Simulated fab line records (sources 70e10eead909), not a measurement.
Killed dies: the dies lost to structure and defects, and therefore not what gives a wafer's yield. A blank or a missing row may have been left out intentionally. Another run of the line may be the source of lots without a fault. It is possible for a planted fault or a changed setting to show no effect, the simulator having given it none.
Matching of chambers + flow nand harc + NHARC_A_CONTACT_ETCH_90 on rie diel-10: 4 sister chambers
The step etches the open film in CH3F/O2, target depth 40 nm, time 85.7 s. 19 wafers are shown with their chamber, then 9 later ones without.

## EACH WAFER AND ITS CHAMBER
| wafer  | chamber | showerhead plenum p Torr (Torr) | drypump motor current A (A) | rf vpp V (V) |
|--------|---------|---------------------------------|-----------------------------|--------------|
| L159.4 | 1       | 2.53                            | 5.64                        | 244.3        |
| L159.5 | 3       | 2.34                            | 5.82                        | 243.9        |
| L159.6 | 2       | 2.29                            | 5.88                        | 241.6        |
| L163.3 | 3       | 2.34                            | 5.79                        | 244.2        |
| L163.4 | 0       | 2.33                            | 5.67                        | 242.8        |
| L163.5 | 2       | 2.28                            | 5.92                        | 242.1        |
| L164.2 | 2       | 2.28                            | 5.87                        | 243.4        |
| L164.4 | 3       | 2.34                            | 5.80                        | 241.9        |
| L164.5 | 1       | 2.53                            | 5.61                        | 244.5        |
| L165.1 | 2       | 2.28                            | 5.90                        | 241.0        |
| L165.2 | 0       | 2.33                            | 5.61                        | 242.4        |
| L165.3 | 1       | 2.53                            | 5.62                        | 244.4        |
| L167.3 | 0       | 2.32                            | 5.63                        | 242.6        |
| L167.4 | 1       | 2.53                            | 5.62                        | 244.8        |
| L167.5 | 2       | 2.28                            | 5.88                        | 241.7        |
| L170.2 | 0       | 2.32                            | 5.60                        | 243.1        |
| L170.5 | 2       | 2.28                            | 5.87                        | 241.9        |
| L170.6 | 1       | 2.53                            | 5.65                        | 246.7        |
| L172.5 | 0       | 2.32                            | 5.63                        | 242.6        |

SIGNATURES (averages over the wafers above)
| reading                  | chamber 0 | chamber 1 | chamber 2 | chamber 3 | scatter within a chamber |
|--------------------------|-----------|-----------|-----------|-----------|--------------------------|
| showerhead plenum p Torr | 2.3240    | 2.5300    | 2.2817    | 2.3400    | 0.00368                  |
| drypump motor current A  | 5.6280    | 5.6280    | 5.8867    | 5.8033    | 0.0206                   |
| rf vpp V                 | 242.700   | 244.940   | 241.950   | 243.333   | 0.842                    |
Rule: for a wafer and a chamber, the distance is found by dividing, reading by reading, the gap between the wafer's reading and the chamber's mean by the reading's scatter, squaring, summing and taking the root. The wafer belongs to the nearest chamber; if the next one is less than 2 further off, it can't be placed. The scatter: the root of (the sum of the squares of (reading less its chamber's mean) over the shown wafers, divided by (wafers less chambers)).

## WAFERS MISSING THEIR CHAMBER
| wafer  | showerhead plenum p Torr (Torr) | drypump motor current A (A) | rf vpp V (V) |
|--------|---------------------------------|-----------------------------|--------------|
| L172.6 | 2.34                            | 5.78                        | 243.7        |
| L175.4 | 2.52                            | 5.64                        | 245.9        |
| L175.6 | 2.28                            | 5.86                        | 241.7        |
| L179.1 | 2.52                            | 5.61                        | 247.1        |
| L179.2 | 2.28                            | 5.90                        | 241.4        |
| L179.3 | 2.32                            | 5.62                        | 241.7        |
| L180.1 | 2.27                            | 5.87                        | 241.8        |
| L180.4 | 2.31                            | 5.59                        | 242.6        |
| L180.6 | 2.52                            | 5.60                        | 245.5        |

## EACH ONE'S CHAMBER
| wafer  | from the rows above | in truth |
|--------|---------------------|----------|
| L172.6 | 3                   | 3        |
| L175.4 | 1                   | 1        |
| L175.6 | 2                   | 2        |
| L179.1 | 1                   | 1        |
| L179.2 | 2                   | 2        |
| L179.3 | 0                   | 0        |
| L180.1 | 2                   | 2        |
| L180.4 | 0                   | 0        |
| L180.6 | 1                   | 1        |
9 of 9 placed correctly. Can't be placed from these rows: 0. Number placed wrongly: 0.
